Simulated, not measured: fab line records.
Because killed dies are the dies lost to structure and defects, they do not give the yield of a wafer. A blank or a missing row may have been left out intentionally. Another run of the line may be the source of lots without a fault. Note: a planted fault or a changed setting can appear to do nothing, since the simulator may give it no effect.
fab line records	flow n5-finfet
record: lots: 9	wafers: 27	last-day: 19
route steps=1938 shown BEOL_M2@877 BEOL_M4@1111 PASSIVATION@1936
lots untouched by any fault: they come from a run of this same line in which no faults occurred
start-h: the number of hours between the record's first day and the start of the first shown wafer of the lot	wait-h: hours from the lot's prior step to this one	" repeats the value in the row above	L1.1+2: a row that stands for several wafers	- either no value or no given start	* or withheld: withheld	< > ~ a bound
route shown NAME@n: a module of which the file shows steps, and the number in the route of the first	usual: mean and standard deviation over wafers with no fault	same: alike in all rows	chamber/n: place in a boat	sites: the reading at each site	_std_site: standard deviation across them	_edge_site: the outer-site mean with the inner-site mean subtracted	radius-mm: for every site, how far away it sits from the centre of the wafer	mask NAME#n: copy n	behind: the last tool/chamber to shape the wafer	hold: the reason the lot was held/the length of the hold in hours/how it ended	device: transistor that didn't switch, given as n, p or np	end of line: the same wafers' tests at the end of the route	a step with no rows: only its recipe	killed: dies that structure and defects cost at the first sort, which is not the same as the wafer's yield	map: shows each die of a wafer: x if killed, . if not, _ if none is there
set.NAME: setting as actually run; set.NAME@STEP: the setting as run at that earlier step	model.NAME: the simulator's own value behind a step, which no gauge read
one table for each step of the route and one row for each wafer, over a sample of lots
services: from which hour (start-h, from the record's first day; less than 0 if before it) a tool's chamber was out of use, for how many hours, and why
== steps ==
step: N5_BEOL_M2_OVL_MEAS_29
recipe: points-per-wafer: 522
usual: V1_OVL: 0.1/0.63
lot.wafer	tool	chamber	start-h	wait-h	V1_OVL[nm]
L818.4	overlay-01	0	136.79	0.1	0.1
L818.5	"	0	"	"	0.7
L818.6	"	0	"	"	0.2
L822.2	overlay-02	0	161.50	0.0	-0.4
L822.4	"	0	"	"	-0.3
L822.5	"	0	"	"	-1.7
L827.1	overlay-02	0	202.89	0.0	0.0
L827.4	"	0	"	"	-0.2
L827.6	"	0	"	"	-0.2
L828.3	overlay-02	0	208.72	0.0	0.0
L828.5	"	0	"	"	-0.5
L828.6	"	0	"	"	-0.5
L829.4	overlay-01	0	217.33	0.0	-0.5
L829.5	"	0	"	"	-0.3
L829.6	"	0	"	"	-0.7
L833.1	overlay-02	0	234.03	0.0	0.3
L833.4	"	0	"	"	0.0
L833.6	"	0	"	"	-0.1
L838.2	overlay-01	0	259.06	0.0	0.7
L838.4	"	0	"	"	-0.1
L838.5	"	0	"	"	-0.4
L840.3	overlay-01	0	280.88	0.0	0.8
L840.4	"	0	"	"	0.7
L840.6	"	0	"	"	0.2
L841.3	overlay-01	0	281.87	0.0	0.3
L841.4	"	0	"	"	0.5
L841.5	"	0	"	"	0.7
step: N5_BEOL_M2_ETCH_70
recipe: chemistry: N2/H2	target: SOC	target-depth-a: 800	overetch-a: 240	mask-material: SiARC	temp-c: 40	time-s: 130	ion-energy-ev: 200	pressure-mtorr: 30	source-w: 840	bias-w: 150	n2-flow-sccm: 200	h2-flow-sccm: 200
usual: bias-w: 150.0/0.44	drypump-motor-current-A: 5.8/0.45	oes-product-au: 0.62/0.063	rf-vpp-V: 525.8/2	showerhead-plenum-p-Torr: 2.61/0.067	throttle-valve-pct: 17.68/0.26
lot.wafer	tool	chamber	start-h	wait-h	bias-w	drypump-motor-current-A	oes-product-au	rf-hours-counter-h	rf-vpp-V	showerhead-plenum-p-Torr	throttle-valve-pct
L818.4	rie-diel-02	3	142.85	0.0	149.3	6.7	0.54	-	525.4	2.52	18.16
L818.5	"	1	"	"	148.6	6.3	0.51	-	522.4	2.51	17.96
L818.6	"	2	"	"	150.0	6.2	0.64	-	527.0	2.69	17.58
L822.2	rie-diel-01	3	189.89	0.0	150.1	6.0	0.56	139	524.5	2.55	17.73
L822.4	"	2	"	"	149.5	5.2	0.51	-	527.1	2.61	18.14
L822.5	"	3	"	"	149.2	6.0	0.56	-	523.4	2.55	17.73
L827.1	rie-diel-02	3	203.77	0.0	150.3	6.7	0.53	224	524.0	2.51	18.20
L827.4	"	1	"	"	149.7	6.3	0.71	5	521.6	2.50	17.51
L827.6	"	1	"	"	150.0	6.3	0.70	-	523.8	2.50	17.50
L828.3	rie-diel-01	0	210.41	0.0	150.6	5.5	0.70	6	524.8	2.60	17.57
L828.5	"	2	"	"	149.1	5.2	0.51	-	524.4	2.60	18.16
L828.6	"	1	"	"	150.1	5.9	0.65	-	527.8	2.70	17.28
L829.4	rie-diel-01	1	221.03	0.0	149.8	5.9	0.65	-	527.6	2.70	17.27
L829.5	"	3	"	"	150.2	6.0	0.55	-	524.2	2.55	17.75
L829.6	"	0	"	"	149.7	5.5	0.69	-	524.7	2.60	17.56
L833.1	rie-diel-03	0	246.80	0.0	150.4	5.6	0.65	40	524.8	2.59	17.66
L833.4	"	2	"	"	149.9	6.6	0.61	-	529.0	2.68	17.71
L833.6	"	1	"	"	150.1	5.8	0.66	-	527.5	2.71	17.64
L838.2	rie-diel-02	0	291.59	0.0	150.4	5.4	0.64	43	525.0	2.58	17.83
L838.4	"	1	"	"	151.0	6.3	0.68	-	522.6	2.50	17.54
L838.5	"	0	"	"	150.3	5.3	0.64	-	524.0	2.58	17.84
L840.3	rie-diel-01	3	300.43	0.0	150.5	6.0	0.53	182	524.4	2.53	17.80
L840.4	"	2	"	"	149.0	5.2	0.65	30	525.9	2.59	17.77
L840.6	"	0	"	"	149.5	5.5	0.64	-	525.2	2.58	17.63
L841.3	rie-diel-02	1	300.46	0.0	150.1	6.3	0.66	25	523.7	2.49	17.56
L841.4	"	1	"	"	150.4	6.3	0.66	-	521.5	2.49	17.54
L841.5	"	2	"	"	150.3	6.3	0.59	-	526.5	2.66	17.65
step: N5_BEOL_M2_VIA_ETCH_34
recipe: chemistry: C4F6/O2	target-depth-a: 694	mask-material: SOC	pressure-mtorr: 15	ion-energy-ev: 250	taper-deg: 4	time-s: 65.9	source-w: 350	bias-w: 170	Ar_flow_sccm: 300	C4F6_flow_sccm: 10	O2_flow_sccm: 10
usual: O2_flow_sccm: 10.00/0.032	bias-w: 170.0/0.55	drypump-motor-current-A: 5.8/0.46	oes-product-au: 0.84/0.09	rf-vpp-V: 668/6.9	showerhead-plenum-p-Torr: 2.92/0.073	throttle-valve-pct: 30.66/0.23
lot.wafer	tool	chamber	start-h	wait-h	O2_flow_sccm	bias-w	drypump-motor-current-A	oes-product-au	rf-hours-counter-h	rf-vpp-V	showerhead-plenum-p-Torr	throttle-valve-pct
L818.4	rie-diel-02	3	142.93	0.0	10.00	170.2	6.7	0.72	-	662	2.82	31.04
L818.5	"	1	"	"	10.03	169.8	6.3	0.68	-	678	2.81	30.88
L818.6	"	2	"	"	10.02	168.9	6.2	0.88	-	663	2.99	30.53
L822.2	rie-diel-01	3	190.00	0.0	10.02	170.1	6.0	0.76	139	680	2.85	30.74
L822.4	"	2	"	"	10.02	169.8	5.2	0.67	-	671	2.91	30.96
L822.5	"	3	"	"	10.05	169.3	6.0	0.76	-	679	2.85	30.75
L827.1	rie-diel-02	3	203.88	0.0	10.05	170.0	6.7	0.72	224	662	2.81	31.09
L827.4	"	1	"	"	9.97	170.2	6.3	0.97	5	677	2.80	30.55
L827.6	"	1	"	"	9.97	170.4	6.3	0.96	-	678	2.80	30.54
L828.3	rie-diel-01	0	210.51	0.0	10.04	169.5	5.5	0.96	6	663	2.89	30.37
L828.5	"	2	"	"	9.99	170.2	5.1	0.68	-	671	2.91	30.94
L828.6	"	1	"	"	9.99	169.4	5.9	0.89	-	667	3.02	30.40
L829.4	rie-diel-01	1	221.12	0.0	9.94	169.9	5.9	0.63	-	668	3.02	30.33
L829.5	"	3	"	"	9.98	169.8	6.0	0.54	-	678	2.85	30.70
L829.6	"	0	"	"	10.05	169.0	5.5	0.95	-	662	2.89	30.38
L833.1	rie-diel-03	0	246.91	0.0	9.94	169.1	5.6	0.88	40	661	2.89	30.74
L833.4	"	2	"	"	10.03	169.8	6.6	0.82	-	656	3.00	30.77
L833.6	"	1	"	"	10.02	169.8	5.8	0.90	-	660	3.01	30.54
L838.2	rie-diel-02	0	291.70	0.0	9.93	170.8	5.4	0.87	43	671	2.90	31.07
L838.4	"	1	"	"	10.00	169.5	6.2	0.92	-	677	2.79	30.57
L838.5	"	0	"	"	9.97	171.0	5.4	0.87	-	672	2.90	31.05
L840.3	rie-diel-01	3	300.54	0.0	9.99	169.3	5.9	0.72	182	679	2.83	30.78
L840.4	"	2	"	"	9.98	170.0	5.2	0.88	30	671	2.89	30.75
L840.6	"	0	"	"	9.97	169.8	5.5	0.87	-	661	2.87	30.42
L841.3	rie-diel-02	1	300.56	0.0	9.98	169.6	6.3	0.91	25	679	2.79	30.57
L841.4	"	1	"	"	10.04	170.3	6.3	0.91	-	679	2.79	30.57
L841.5	"	2	"	"	9.96	171.2	6.2	0.81	-	661	2.97	30.59
step: N5_BEOL_M2_STRIP_97
recipe: chemistry: N2/H2	time-s: 10	power-w: 450	temp-c: 40	pressure-mtorr: 20	rf-frequency-hz: 6e+07	bias-power-w: 7	n2-flow-sccm: 200	h2-flow-sccm: 200
usual: bias-power-w: 7.001/0.022	drypump-motor-current-A: 5.8/0.46	oes-product-au: 0.84/0.091	rf-vpp-V: 59.4/0.75	showerhead-plenum-p-Torr: 2.61/0.067	throttle-valve-pct: 23.5/0.3
lot.wafer	tool	chamber	start-h	wait-h	bias-power-w	drypump-motor-current-A	oes-product-au	rf-hours-counter-h	rf-vpp-V	showerhead-plenum-p-Torr	throttle-valve-pct
L818.4	rie-diel-02	3	-	-	7.008	6.7	0.73	-	59.6	2.52	24.2
L818.5	"	1	"	"	7.008	6.3	0.68	-	58.2	2.50	23.7
L818.6	"	2	"	"	7.011	6.2	0.89	-	59.9	2.69	23.4
L822.2	rie-diel-01	3	-	-	7.019	6.0	0.75	140	60.3	2.55	23.5
L822.4	"	2	"	"	6.998	5.1	0.68	-	59.0	2.60	24.0
L822.5	"	3	"	"	6.996	6.0	0.75	-	58.9	2.55	23.5
L827.1	rie-diel-02	3	-	-	6.987	6.7	0.71	224	57.9	2.51	24.2
L827.4	"	1	"	"	7.000	6.3	0.96	5	59.6	2.50	23.3
L827.6	"	1	"	"	6.997	6.3	0.96	-	58.5	2.50	23.3
L828.3	rie-diel-01	0	-	-	6.984	5.5	0.97	6	61.0	2.60	23.5
L828.5	"	2	"	"	7.041	5.2	0.68	-	58.1	2.60	24.1
L828.6	"	1	"	"	6.963	6.0	0.90	-	58.8	2.70	23.1
L829.4	rie-diel-01	1	-	-	6.981	5.9	0.88	-	59.1	2.70	23.1
L829.5	"	3	"	"	7.049	6.0	0.75	-	59.8	2.54	23.5
L829.6	"	0	"	"	7.010	5.5	0.94	-	58.6	2.60	23.5
L833.1	rie-diel-03	0	-	-	6.968	5.6	0.89	40	60.6	2.58	23.6
L833.4	"	2	"	"	6.993	6.6	0.83	-	59.8	2.68	23.4
L833.6	"	1	"	"	7.013	5.8	0.90	-	59.5	2.71	23.6
L838.2	rie-diel-02	0	-	-	7.018	5.3	0.87	43	60.3	2.58	23.7
L838.4	"	1	"	"	6.990	6.3	0.91	-	61.1	2.49	23.3
L838.5	"	0	"	"	6.989	5.3	0.87	-	60.6	2.58	23.7
L840.3	rie-diel-01	3	-	-	7.030	5.9	0.72	182	58.7	2.53	23.5
L840.4	"	2	"	"	6.995	5.2	0.88	30	59.0	2.59	23.8
L840.6	"	0	"	"	7.007	5.5	0.88	-	59.1	2.58	23.6
L841.3	rie-diel-02	1	-	-	7.024	6.3	0.90	25	59.8	2.49	23.3
L841.4	"	1	"	"	6.973	6.3	0.90	-	59.0	2.49	23.3
L841.5	"	2	"	"	7.027	6.2	0.80	-	61.4	2.66	23.5
step: N5_BEOL_M4_RC_MEAS_101
usual: DIBL_N: 36.1/1.4	DIBL_P: 36.3/1.4	IOFF_N: 0.154/0.021	IOFF_P: 0.21/0.032	ION_N: 670/8.1	ION_P: 461/7	SS_N: 71.4/0.49	SS_P: 73.3/0.5	VT_N: 250.4/2.6	VT_P: -250/3.7
lot.wafer	tool	chamber	start-h	wait-h	DIBL_N[mV/V]	DIBL_P[mV/V]	IOFF_N[nA/um]	IOFF_P[nA/um]	ION_N[uA/um]	ION_P[uA/um]	SS_N[mV/dec]	SS_P[mV/dec]	VT_N[mV]	VT_P[mV]
L818.4	prober-02	0	184.87	0.5	35.2	35.6	0.146	0.18	664	451	72.2	73.3	253.0	-256
L818.5	"	0	"	"	36.5	37.4	0.168	0.20	671	454	72.1	74.0	251.3	-255
L818.6	"	0	"	"	34.0	34.8	0.126	0.17	669	453	71.1	73.0	252.2	-253
L822.2	prober-02	0	211.23	0.2	33.3	32.9	0.124	0.22	664	472	70.8	73.2	252.9	-244
L822.4	"	0	"	"	36.0	35.6	0.170	0.28	676	475	71.4	73.1	246.2	-242
L822.5	"	0	"	"	34.6	34.2	0.146	0.25	681	480	71.1	72.8	250.2	-241
L827.1	prober-01	0	248.04	0.0	35.1	36.0	0.141	0.20	662	457	71.4	73.0	254.2	-249
L827.4	"	0	"	"	36.4	37.5	0.166	0.22	678	466	71.6	73.6	249.0	-251
L827.6	"	0	"	"	35.4	36.5	0.148	0.21	668	464	71.1	73.7	252.4	-250
L828.3	prober-01	0	255.33	0.3	37.1	35.0	0.145	0.19	661	449	70.9	72.9	252.3	-252
L828.5	"	0	"	"	38.1	36.5	0.171	0.22	664	459	71.4	73.3	250.1	-250
L828.6	"	0	"	"	36.8	35.5	0.142	0.19	663	458	71.2	72.8	250.8	-254
L829.4	prober-01	0	272.69	0.5	36.6	36.9	0.168	0.25	666	461	71.9	73.8	248.4	-245
L829.5	"	0	"	"	35.7	36.5	0.154	0.23	666	464	71.9	73.5	250.2	-249
L829.6	"	0	"	"	35.4	35.8	0.154	0.23	668	461	72.2	73.0	253.2	-250
L833.1	prober-01	0	275.56	0.0	36.9	36.0	0.148	0.18	666	446	71.9	73.8	250.2	-253
L833.4	"	0	"	"	37.6	36.3	0.162	0.19	672	455	71.6	73.4	248.8	-254
L833.6	"	0	"	"	37.7	35.9	0.162	0.19	672	452	71.9	73.0	248.8	-251
L838.2	prober-02	0	328.64	0.2	37.8	38.2	0.167	0.22	665	453	71.4	73.6	249.4	-250
L838.4	"	0	"	"	37.4	37.7	0.154	0.21	661	459	71.3	73.1	250.7	-251
L838.5	"	0	"	"	38.6	39.7	0.186	0.24	679	463	71.7	73.4	250.4	-251
L840.3	prober-01	0	339.87	0.3	38.4	39.0	0.203	0.27	669	463	72.2	74.1	247.8	-246
L840.4	"	0	"	"	36.3	36.1	0.148	0.21	668	465	71.8	73.2	252.4	-250
L840.6	"	0	"	"	37.2	37.6	0.176	0.25	677	469	71.7	73.3	249.6	-245
L841.3	prober-02	0	340.95	0.3	35.5	36.3	0.127	0.17	664	461	71.0	72.8	254.9	-257
L841.4	"	0	"	"	36.7	37.0	0.152	0.19	668	453	71.5	72.7	252.0	-251
L841.5	"	0	"	"	36.2	36.6	0.140	0.18	669	455	71.4	73.2	257.7	-257
step: N5_PASSIVATION_PROBE_49
usual: defect-limited-yield: 91.0/1.6	killed_at_M0_to_M3: 35/11	killed_at_M4_up: 14/5.1	killed-at-contacts: 12/6.6	killed-at-front-end: 41/12	killed-at-other: 4/3	killed-dies: 107/19	killed-open: 70/15	killed-short: 35/8.5	sort_bin_5_function: 5.3/1	sort_bin_6_memory: 3.4/0.73	sort-n-pass: 1073/19	sort-yield-pct: 91.0/1.6
same: gross-dies: 1180	killed-at-back-side: 0	sort_bin_4_leakage[%]: 0	sort_bin_8_speed[%]: 0
lot.wafer	tool	chamber	start-h	wait-h	defect-limited-yield[%]	killed_at_M0_to_M3	killed_at_M4_up	killed-at-contacts	killed-at-front-end	killed-at-other	killed-dies	killed-open	killed-short	sort_bin_5_function[%]	sort_bin_6_memory[%]	sort-n-pass	sort-yield-pct[%]
L818.4	prober-01	-	303.08	0.3	87.8	45	19	20	46	14	144	100	41	7.0	4.8	1036	87.8
L818.5	prober-01	-	303.13	0.3	88.2	61	19	24	28	7	139	97	41	7.2	4.5	1041	88.2
L818.6	prober-01	-	303.18	0.4	88.2	38	20	28	43	10	139	98	40	7.6	3.8	1041	88.2
L822.2	prober-02	-	319.71	0.1	89.8	43	10	18	40	9	120	79	40	6.0	3.6	1060	89.8
L822.4	prober-02	-	319.81	0.2	90.6	48	13	12	34	4	111	67	42	5.2	3.7	1069	90.6
L822.5	prober-02	-	319.86	0.2	88.7	58	12	14	45	4	133	93	40	6.8	4.2	1047	88.7
L827.1	prober-01	-	347.51	0.0	91.4	49	15	4	25	8	101	70	31	4.7	3.6	1079	91.4
L827.4	prober-01	-	347.66	0.2	88.7	54	5	16	48	10	133	75	53	6.4	4.2	1047	88.7
L827.6	prober-01	-	347.76	0.3	91.5	58	5	5	27	5	100	64	35	5.0	3.2	1080	91.5
L828.3	prober-01	-	361.43	0.1	91.0	26	22	5	48	5	106	73	32	5.3	3.5	1074	91.0
L828.5	prober-01	-	361.53	0.2	89.9	31	14	24	44	6	119	92	26	5.8	4.1	1061	89.9
L828.6	prober-01	-	361.58	0.3	88.7	32	14	4	75	8	133	98	35	7.9	3.2	1047	88.7
L829.4	prober-02	-	377.21	0.2	92.1	37	13	10	33	0	93	63	25	5.0	2.5	1087	92.1
L829.5	prober-02	-	377.26	0.2	90.8	32	8	20	45	3	108	80	25	5.8	3.1	1072	90.8
L829.6	prober-02	-	377.31	0.3	90.7	52	14	14	27	3	110	78	32	5.3	3.7	1070	90.7
L833.1	prober-01	-	383.79	0.0	88.9	24	12	19	69	7	131	81	42	6.3	4.2	1049	88.9
L833.4	prober-01	-	383.94	0.2	91.2	22	22	15	41	4	104	62	41	5.3	3.2	1076	91.2
L833.6	prober-01	-	384.04	0.3	90.5	25	14	16	53	4	112	67	42	5.6	3.6	1068	90.5
L838.2	prober-01	-	440.45	0.1	88.6	41	12	36	44	1	134	82	50	6.6	4.3	1046	88.6
L838.4	prober-01	-	440.55	0.2	88.3	70	11	11	42	4	138	87	50	6.1	5.3	1042	88.3
L838.5	prober-01	-	440.60	0.2	87.5	42	11	17	70	7	147	90	54	6.8	4.9	1033	87.5
L840.3	prober-01	-	457.14	0.1	89.6	54	15	23	29	2	123	100	22	6.7	3.5	1057	89.6
L840.4	prober-01	-	457.19	0.2	89.0	35	19	22	49	5	130	90	40	6.1	4.4	1050	89.0
L840.6	prober-01	-	457.29	0.3	90.3	44	21	21	28	0	114	86	28	5.6	3.6	1066	90.3
L841.3	prober-01	-	463.52	0.1	92.0	30	14	14	32	4	94	63	29	4.6	3.0	1086	92.0
L841.4	prober-01	-	463.57	0.2	93.1	32	13	12	20	4	81	59	21	3.9	3.0	1099	93.1
L841.5	prober-01	-	463.62	0.2	93.1	19	7	26	17	13	82	54	28	4.7	2.0	1098	93.1
killed by level:class
L818.4 BEOL_M0_SAQP:geometric-particle:open=18 STI_FIN_REVEAL:geometric-particle:open=15 MOL_CONTACT_COAG:geometric-particle:open=13 GATE_CUT:geometric-particle:short=11 BEOL_M0_SAQP:geometric-particle:short=8 BEOL_M3:geometric-particle:open=8 BEOL_M2:geometric-particle:open=7 BEOL_M4:geometric-particle:open=7
L818.5 MOL_CONTACT_COAG:geometric-particle:open=22 BEOL_M0_SAQP:geometric-particle:short=19 BEOL_M0_SAQP:geometric-particle:open=18 BEOL_M2:geometric-particle:open=11 STI_FIN_REVEAL:geometric-particle:open=6 BEOL_M1:geometric-particle:open=6 BEOL_M7:geometric-particle:open=6 FIN_SAQP:geometric-particle:open=5
L818.6 MOL_CONTACT_COAG:geometric-particle:open=22 STI_FIN_REVEAL:geometric-particle:open=14 BEOL_M0_SAQP:geometric-particle:open=10 BEOL_M0_SAQP:geometric-particle:short=9 BEOL_M4:geometric-particle:open=8 DUMMY_GATE:geometric-particle:open=7 MOL_CONTACT_COAG:geometric-particle:short=6 BEOL_M2:geometric-particle:open=6
L822.2 MOL_CONTACT_COAG:geometric-particle:open=12 STI_FIN_REVEAL:geometric-particle:open=11 BEOL_M0_SAQP:geometric-particle:short=11 BEOL_M0_SAQP:geometric-particle:open=9 BEOL_M3:geometric-particle:open=7 FIN_SAQP:geometric-particle:open=6 MOL_CONTACT_COAG:geometric-particle:short=6 FIN_SAQP:geometric-particle:short=5
L822.4 BEOL_M0_SAQP:geometric-particle:short=16 BEOL_M0_SAQP:geometric-particle:open=14 MOL_CONTACT_COAG:geometric-particle:open=10 STI_FIN_REVEAL:geometric-particle:open=8 FIN_SAQP:geometric-particle:short=5 BEOL_M1:geometric-particle:open=5 BEOL_M4:geometric-particle:open=5 GATE_CUT:geometric-particle:open=4
L822.5 STI_FIN_REVEAL:geometric-particle:open=17 BEOL_M0_SAQP:geometric-particle:open=17 BEOL_M0_SAQP:geometric-particle:short=15 MOL_CONTACT_COAG:geometric-particle:open=10 BEOL_M1:geometric-particle:open=9 BEOL_M4:geometric-particle:open=7 FIN_SAQP:geometric-particle:open=6 FIN_SAQP:geometric-particle:short=6
L827.1 BEOL_M0_SAQP:geometric-particle:open=14 BEOL_M1:geometric-particle:open=8 BEOL_M3:geometric-particle:open=8 BEOL_M0_SAQP:geometric-particle:short=7 BEOL_M5:geometric-particle:open=7 GATE_CUT:geometric-particle:open=4 MOL_CONTACT_COAG:geometric-particle:open=4 STI_FIN_REVEAL:geometric-particle:open=3
L827.4 BEOL_M0_SAQP:geometric-particle:open=22 BEOL_M0_SAQP:geometric-particle:short=16 MOL_CONTACT_COAG:geometric-particle:open=12 FIN_SAQP:geometric-particle:open=8 GATE_CUT:geometric-particle:short=8 BEOL_M3:geometric-particle:open=8 STI_FIN_REVEAL:geometric-particle:open=6 HKMG_FIN:area-etch=5
L827.6 BEOL_M1:geometric-particle:open=18 BEOL_M0_SAQP:geometric-particle:short=17 BEOL_M0_SAQP:geometric-particle:open=13 STARTING-WAFER:geometric-particle:open=5 FIN_SAQP:geometric-particle:open=4 STI_FIN_REVEAL:geometric-particle:open=4 MOL_CONTACT_COAG:geometric-particle:open=4 BEOL_M3:geometric-particle:open=4
L828.3 FIN_SAQP:geometric-particle:open=15 STI_FIN_REVEAL:geometric-particle:open=12 BEOL_M2:geometric-particle:open=7 BEOL_M0_SAQP:geometric-particle:short=6 BEOL_M4:geometric-particle:open=6 BEOL_M3:geometric-particle:open=6 FIN_SAQP:geometric-particle:short=5 MOL_CONTACT_COAG:geometric-particle:short=4
L828.5 MOL_CONTACT_COAG:geometric-particle:open=22 STI_FIN_REVEAL:geometric-particle:open=14 FIN_SAQP:geometric-particle:open=9 FIN_SAQP:geometric-particle:short=8 BEOL_M3:geometric-particle:open=7 BEOL_M2:geometric-particle:open=6 DUMMY_GATE:geometric-particle:open=5 BEOL_M1:geometric-particle:open=5
L828.6 STI_FIN_REVEAL:geometric-particle:open=36 DUMMY_GATE:geometric-particle:open=11 FIN_SAQP:geometric-particle:open=8 BEOL_M2:geometric-particle:open=7 FIN_SAQP:geometric-particle:short=5 BEOL_M0_SAQP:geometric-particle:short=5 BEOL_M1:geometric-particle:open=5 STI_FIN_REVEAL:geometric-particle:short=4
L829.4 BEOL_M0_SAQP:geometric-particle:open=14 MOL_CONTACT_COAG:geometric-particle:open=9 BEOL_M8:geometric-particle:open=7 FIN_SAQP:geometric-particle:open=6 BEOL_M0_SAQP:geometric-particle:short=6 DUMMY_GATE:geometric-particle:open=5 BEOL_M2:geometric-particle:open=5 STI_FIN_REVEAL:geometric-particle:open=4
L829.5 MOL_CONTACT_COAG:geometric-particle:open=18 STI_FIN_REVEAL:geometric-particle:open=16 FIN_SAQP:geometric-particle:open=9 BEOL_M0_SAQP:geometric-particle:open=9 BEOL_M2:geometric-particle:open=6 FIN_SAQP:geometric-particle:short=5 DUMMY_GATE:geometric-particle:open=5 BEOL_M0_SAQP:geometric-particle:short=4
L829.6 BEOL_M0_SAQP:geometric-particle:open=15 MOL_CONTACT_COAG:geometric-particle:open=11 BEOL_M0_SAQP:geometric-particle:short=10 BEOL_M2:geometric-particle:open=9 FIN_SAQP:geometric-particle:open=8 BEOL_M0:geometric-particle:open=8 BEOL_M4:geometric-particle:open=7 STI_FIN_REVEAL:geometric-particle:open=6
L833.1 STI_FIN_REVEAL:geometric-particle:open=18 FIN_SAQP:geometric-particle:short=13 MOL_CONTACT_COAG:geometric-particle:open=13 BEOL_M1:geometric-particle:open=10 BEOL_M4:geometric-particle:open=8 DUMMY_GATE:geometric-particle:open=7 MOL_CONTACT_COAG:geometric-particle:short=6 GATE_CUT:geometric-particle:short=5
L833.4 BEOL_M4:geometric-particle:open=14 MOL_CONTACT_COAG:geometric-particle:open=12 BEOL_M1:geometric-particle:open=11 STI_FIN_REVEAL:geometric-particle:open=10 FIN_SAQP:geometric-particle:short=9 GATE_CUT:geometric-particle:short=7 BEOL_M3:geometric-particle:short=4 BEOL_M4:geometric-particle:short=4
L833.6 MOL_CONTACT_COAG:geometric-particle:open=13 STI_FIN_REVEAL:geometric-particle:open=11 FIN_SAQP:geometric-particle:short=9 BEOL_M1:geometric-particle:open=7 FIN_SAQP:geometric-particle:open=6 GATE_CUT:geometric-particle:short=5 STI_FIN_REVEAL:geometric-particle:short=5 BEOL_M4:geometric-particle:open=5
L838.2 MOL_CONTACT_COAG:geometric-particle:open=27 FIN_SAQP:geometric-particle:short=16 FIN_SAQP:geometric-particle:open=12 BEOL_M0_SAQP:geometric-particle:short=11 BEOL_M0_SAQP:geometric-particle:open=10 MOL_CONTACT_COAG:geometric-particle:short=9 BEOL_M2:geometric-particle:open=6 BEOL_M3:geometric-particle:open=6
L838.4 FIN_SAQP:geometric-particle:open=20 BEOL_M0_SAQP:geometric-particle:short=17 BEOL_M3:geometric-particle:open=13 BEOL_M0_SAQP:geometric-particle:open=12 BEOL_M2:geometric-particle:open=12 FIN_SAQP:geometric-particle:short=11 MOL_CONTACT_COAG:geometric-particle:open=9 BEOL_M4:geometric-particle:open=9
L838.5 FIN_SAQP:geometric-particle:short=20 FIN_SAQP:geometric-particle:open=17 BEOL_M2:geometric-particle:open=15 MOL_CONTACT_COAG:geometric-particle:open=15 BEOL_M0_SAQP:geometric-particle:open=9 DUMMY_GATE:geometric-particle:open=6 GATE_CUT:geometric-particle:short=6 BEOL_M0_SAQP:geometric-particle:short=6
L840.3 MOL_CONTACT_COAG:geometric-particle:open=19 BEOL_M2:geometric-particle:open=12 BEOL_M1:geometric-particle:open=9 BEOL_M0_SAQP:geometric-particle:open=9 BEOL_M3:geometric-particle:open=9 BEOL_M0_SAQP:geometric-particle:short=8 BEOL_M4:geometric-particle:open=8 STI_FIN_REVEAL:geometric-particle:open=6
L840.4 MOL_CONTACT_COAG:geometric-particle:open=18 BEOL_M3:geometric-particle:open=12 GATE_CUT:geometric-particle:short=9 FIN_SAQP:geometric-particle:short=8 STI_FIN_REVEAL:geometric-particle:open=8 BEOL_M4:geometric-particle:open=7 DUMMY_GATE:geometric-particle:open=5 BEOL_M5:geometric-particle:open=5
L840.6 MOL_CONTACT_COAG:geometric-particle:open=18 BEOL_M4:geometric-particle:open=12 BEOL_M3:geometric-particle:open=9 BEOL_M0_SAQP:geometric-particle:short=9 BEOL_M1:geometric-particle:open=9 BEOL_M0_SAQP:geometric-particle:open=8 BEOL_M2:geometric-particle:open=7 DUMMY_GATE:geometric-particle:open=4
L841.3 DUMMY_GATE:geometric-particle:open=12 MOL_CONTACT_COAG:geometric-particle:open=10 BEOL_M0_SAQP:geometric-particle:open=7 BEOL_M0_SAQP:geometric-particle:short=6 BEOL_M3:geometric-particle:open=6 STARTING-WAFER:geometric-particle:open=5 BEOL_M4:geometric-particle:open=5 MOL_CONTACT_COAG:geometric-particle:short=4
L841.4 BEOL_M0_SAQP:geometric-particle:open=17 MOL_CONTACT_COAG:geometric-particle:open=12 BEOL_M4:geometric-particle:open=9 BEOL_M0_SAQP:geometric-particle:short=7 FIN_SAQP:geometric-particle:short=5 STARTING-WAFER:geometric-particle:open=4 FIN_SAQP:geometric-particle:open=3 BEOL_M5:geometric-particle:open=3
L841.5 MOL_CONTACT_COAG:geometric-particle:open=21 BEOL_M0_SAQP:geometric-particle:short=7 MOL_CONTACT_COAG:geometric-particle:short=5 BEOL_M4:geometric-particle:open=5 DUMMY_GATE:geometric-particle:open=4 BEOL_M0_SAQP:geometric-particle:open=4 GATE_CUT:geometric-particle:short=3 BEOL_M2:geometric-particle:open=3
== services ==
tool	chamber	start-h	hours	kind
rie-diel-01	1	122.55	-	clean
rie-diel-01	1	122.55	-	consumable-replace:focus-ring
rie-diel-01	1	122.55	-	consumable-replace:showerhead
rie-diel-01	1	122.55	16.7	scheduled-down
rie-diel-01	1	122.55	16.7	vent-cycle
rie-diel-02	0	139.56	-	clean
rie-diel-02	0	139.56	-	consumable-replace:focus-ring
rie-diel-02	0	139.56	18.8	scheduled-down
rie-diel-02	0	139.56	18.8	vent-cycle
rie-diel-03	-	149.07	14.6	pm
rie-diel-02	1	163.07	-	clean
rie-diel-02	1	163.07	-	consumable-replace:focus-ring
rie-diel-02	1	163.07	17.7	scheduled-down
rie-diel-02	1	163.07	17.7	vent-cycle
rie-diel-01	0	172.38	-	clean
rie-diel-01	0	172.38	-	consumable-replace:focus-ring
rie-diel-01	0	172.38	18.6	scheduled-down
rie-diel-01	-	179.51	2.4	repair
rie-diel-02	-	218.99	14.6	pm
rie-diel-02	-	234.48	0.7	repair
rie-diel-02	0	239.33	8.8	repair
rie-diel-02	1	249.04	33.4	repair
rie-diel-01	3	272.40	9.7	repair
rie-diel-02	-	277.48	10.0	pm
== key ==
first-sign: step: N5_BEOL_M2_VIA_ETCH_34	reading: oes-product-au	direction: down	sigmas: 2.8	usual: 0.84	struck: 0.58
effect none on later readings
met-at N5_BEOL_M2_VIA_ETCH_34
struck-lots L829
struck-wafers L829.4,L829.5
not-acting-at N5_BEOL_M2_OVL_MEAS_29,N5_BEOL_M2_ETCH_70,N5_BEOL_M2_STRIP_97
onset-between 210.51 221.12
fault: kind: process-parameter-drift	tool: rie-diel-01	chamber: -	onset-h: 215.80	steps: N5_BEOL_M2_VIA_ETCH_34	channel: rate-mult	offset: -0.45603	shape: step	end-h: 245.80	scope: struck-wafers-only
